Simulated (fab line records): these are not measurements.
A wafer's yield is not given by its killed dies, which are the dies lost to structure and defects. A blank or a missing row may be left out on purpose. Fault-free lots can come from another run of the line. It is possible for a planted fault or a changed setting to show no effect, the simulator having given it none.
Split-lot experiment / flow n5_finfet / route with 1938 steps; 7 lots, 39 wafers read

## THE SPLIT
At N5_BEOL_M2_ILD_DEP_00 (deposits SiOC from DEMS/O2, target thk 79 nm, time 15.3 s), the setting target_thk_a was moved away from the recipe's 790 angstrom on 12 of the 39 wafers read, by -44.5% to +47.1%. All remaining wafers had this setting at the recipe value.

Between the split and the reading, the file records no step.

## THE READING
Values of M2_ILD_THK in nm from N5_BEOL_M2_THK_MEAS_01. Fault-free wafers of this fab line usually give 78.8 nm, standard deviation 1.3 nm.

wafer=L079.1; tool, chamber at the split=pecvd-01, 0; target_thk_a as run, angstrom=480.9; against the recipe=-39.1%; M2_ILD_THK, nm=45.3; against lot-mates on the recipe=-34.3
wafer=L079.2; tool, chamber at the split=pecvd-01, 2; target_thk_a as run, angstrom=790; against the recipe=recipe; M2_ILD_THK, nm=79.8; against lot-mates on the recipe=-
wafer=L079.3; tool, chamber at the split=pecvd-01, 1; target_thk_a as run, angstrom=480.9; against the recipe=-39.1%; M2_ILD_THK, nm=47.6; against lot-mates on the recipe=-32.0
wafer=L079.4; tool, chamber at the split=pecvd-01, 2; target_thk_a as run, angstrom=790; against the recipe=recipe; M2_ILD_THK, nm=80.5; against lot-mates on the recipe=-
wafer=L079.5; tool, chamber at the split=pecvd-01, 1; target_thk_a as run, angstrom=790; against the recipe=recipe; M2_ILD_THK, nm=78.6; against lot-mates on the recipe=-
wafer=L079.6; tool, chamber at the split=pecvd-01, 0; target_thk_a as run, angstrom=480.9; against the recipe=-39.1%; M2_ILD_THK, nm=46.7; against lot-mates on the recipe=-32.9
wafer=L083.1; tool, chamber at the split=pecvd-02, 1; target_thk_a as run, angstrom=438.5; against the recipe=-44.5%; M2_ILD_THK, nm=43.6; against lot-mates on the recipe=-35.3
wafer=L083.2; tool, chamber at the split=pecvd-02, 2; target_thk_a as run, angstrom=438.5; against the recipe=-44.5%; M2_ILD_THK, nm=42.1; against lot-mates on the recipe=-36.8
wafer=L083.3; tool, chamber at the split=pecvd-02, 0; target_thk_a as run, angstrom=438.5; against the recipe=-44.5%; M2_ILD_THK, nm=44.2; against lot-mates on the recipe=-34.7
wafer=L083.4; tool, chamber at the split=pecvd-02, 1; target_thk_a as run, angstrom=790; against the recipe=recipe; M2_ILD_THK, nm=79.4; against lot-mates on the recipe=-
wafer=L083.5; tool, chamber at the split=pecvd-02, 0; target_thk_a as run, angstrom=790; against the recipe=recipe; M2_ILD_THK, nm=79.6; against lot-mates on the recipe=-
wafer=L083.6; tool, chamber at the split=pecvd-02, 2; target_thk_a as run, angstrom=790; against the recipe=recipe; M2_ILD_THK, nm=77.6; against lot-mates on the recipe=-
wafer=L085.1; tool, chamber at the split=pecvd-01, 2; target_thk_a as run, angstrom=790; against the recipe=recipe; M2_ILD_THK, nm=81.0; against lot-mates on the recipe=-
wafer=L085.2; tool, chamber at the split=pecvd-01, 1; target_thk_a as run, angstrom=1162; against the recipe=+47.1%; M2_ILD_THK, nm=115.6; against lot-mates on the recipe=+35.6
wafer=L085.3; tool, chamber at the split=pecvd-01, 0; target_thk_a as run, angstrom=790; against the recipe=recipe; M2_ILD_THK, nm=77.9; against lot-mates on the recipe=-
wafer=L085.4; tool, chamber at the split=pecvd-01, 1; target_thk_a as run, angstrom=790; against the recipe=recipe; M2_ILD_THK, nm=81.0; against lot-mates on the recipe=-
wafer=L085.5; tool, chamber at the split=pecvd-01, 2; target_thk_a as run, angstrom=1162; against the recipe=+47.1%; M2_ILD_THK, nm=119.1; against lot-mates on the recipe=+39.1
wafer=L085.6; tool, chamber at the split=pecvd-01, 0; target_thk_a as run, angstrom=1162; against the recipe=+47.1%; M2_ILD_THK, nm=117.5; against lot-mates on the recipe=+37.5
wafer=L089.1; tool, chamber at the split=pecvd-04, 0; target_thk_a as run, angstrom=790; against the recipe=recipe; M2_ILD_THK, nm=76.7; against lot-mates on the recipe=-
wafer=L089.2; tool, chamber at the split=pecvd-04, 2,0; target_thk_a as run, angstrom=790; against the recipe=recipe; M2_ILD_THK, nm=78.0; against lot-mates on the recipe=-
wafer=L089.3; tool, chamber at the split=pecvd-04, 0,2; target_thk_a as run, angstrom=790; against the recipe=recipe; M2_ILD_THK, nm=78.6; against lot-mates on the recipe=-
wafer=L089.4; tool, chamber at the split=pecvd-04, 2; target_thk_a as run, angstrom=790; against the recipe=recipe; M2_ILD_THK, nm=79.0; against lot-mates on the recipe=-
wafer=L089.5; tool, chamber at the split=pecvd-04, 0,2; target_thk_a as run, angstrom=790; against the recipe=recipe; M2_ILD_THK, nm=78.6; against lot-mates on the recipe=-
wafer=L089.6; tool, chamber at the split=pecvd-04, 2,0; target_thk_a as run, angstrom=790; against the recipe=recipe; M2_ILD_THK, nm=78.1; against lot-mates on the recipe=-
wafer=L095.1; tool, chamber at the split=pecvd-01, 1; target_thk_a as run, angstrom=790; against the recipe=recipe; M2_ILD_THK, nm=78.9; against lot-mates on the recipe=-
wafer=L095.2; tool, chamber at the split=pecvd-01, 2; target_thk_a as run, angstrom=790; against the recipe=recipe; M2_ILD_THK, nm=79.9; against lot-mates on the recipe=-
wafer=L095.3; tool, chamber at the split=pecvd-01, 0; target_thk_a as run, angstrom=790; against the recipe=recipe; M2_ILD_THK, nm=76.9; against lot-mates on the recipe=-
wafer=L095.4; tool, chamber at the split=pecvd-01, 2; target_thk_a as run, angstrom=790; against the recipe=recipe; M2_ILD_THK, nm=81.0; against lot-mates on the recipe=-
wafer=L095.5; tool, chamber at the split=pecvd-01, 0; target_thk_a as run, angstrom=790; against the recipe=recipe; M2_ILD_THK, nm=78.3; against lot-mates on the recipe=-
wafer=L095.6; tool, chamber at the split=pecvd-01, 1; target_thk_a as run, angstrom=790; against the recipe=recipe; M2_ILD_THK, nm=78.7; against lot-mates on the recipe=-
wafer=L094.1; tool, chamber at the split=pecvd-04, 1; target_thk_a as run, angstrom=790; against the recipe=recipe; M2_ILD_THK, nm=78.4; against lot-mates on the recipe=-
wafer=L094.2; tool, chamber at the split=pecvd-04, 0; target_thk_a as run, angstrom=790; against the recipe=recipe; M2_ILD_THK, nm=77.9; against lot-mates on the recipe=-
wafer=L094.3; tool, chamber at the split=pecvd-04, 2; target_thk_a as run, angstrom=1047; against the recipe=+32.5%; M2_ILD_THK, nm=104.1; against lot-mates on the recipe=+25.6
wafer=L094.4; tool, chamber at the split=pecvd-04, 1; target_thk_a as run, angstrom=790; against the recipe=recipe; M2_ILD_THK, nm=79.2; against lot-mates on the recipe=-
wafer=L094.5; tool, chamber at the split=pecvd-04, 0; target_thk_a as run, angstrom=1047; against the recipe=+32.5%; M2_ILD_THK, nm=104.4; against lot-mates on the recipe=+25.9
wafer=L094.6; tool, chamber at the split=pecvd-04, 2; target_thk_a as run, angstrom=1047; against the recipe=+32.5%; M2_ILD_THK, nm=105.6; against lot-mates on the recipe=+27.1
wafer=L096.1; tool, chamber at the split=pecvd-04, 2; target_thk_a as run, angstrom=790; against the recipe=recipe; M2_ILD_THK, nm=78.2; against lot-mates on the recipe=-
wafer=L096.5; tool, chamber at the split=pecvd-04, 0; target_thk_a as run, angstrom=790; against the recipe=recipe; M2_ILD_THK, nm=77.9; against lot-mates on the recipe=-
wafer=L096.6; tool, chamber at the split=pecvd-04, 2; target_thk_a as run, angstrom=790; against the recipe=recipe; M2_ILD_THK, nm=78.6; against lot-mates on the recipe=-
If several chambers appear in one row, that row covers several wafers at once and the file leaves open which wafer was in which chamber.

FIT RESULTS
A straight line over all 39 wafers: M2_ILD_THK changes by +0.811 nm for each +1% of target_thk_a; r = +1.00; the points scatter about the line by 1.2 nm.
The same after taking each lot's own level away (the mean of its wafers on the recipe; 39 wafers): +0.809 nm for each +1%; r = +1.00; scatter 1.1 nm.
Per that fit: largest target_thk_a move, reading shift of 38 nm.
From 78.17 to 79.97 nm: that is the span of the lots' own levels, equal to 1.4 times the standard deviation above.
The two slopes are in agreement: the lot-to-lot level therefore moves the slope only a little.
Check: for one of the wafers moved furthest among these (+47.1%), held out of the fit, the line's prediction against its lot-mates is +38.3 nm. It came out at +35.6 nm against them.

## THE WHOLE CHAIN: every reading that the file lists as answering this split, in the file's order
step=N5_BEOL_M2_ILD_DEP_00; what it does=deposits SiOC from DEMS/O2, target thk 79 nm, time 15.3 s; reading=SiOC_of_BEOL_M2_ILD_DEP_00.thk_nm (the simulator's own value, which no gauge read); change (the file's fit)=+0.809 nm for each +1% of the setting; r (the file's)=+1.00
step=N5_BEOL_M2_THK_MEAS_01; what it does=; reading=M2_ILD_THK; change (the file's fit)=+0.809 for each +1% of the setting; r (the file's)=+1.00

## FILE'S OWN FIT
M2_ILD_THK changes by +0.809 nm for each +1% of target_thk_a, r = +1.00.
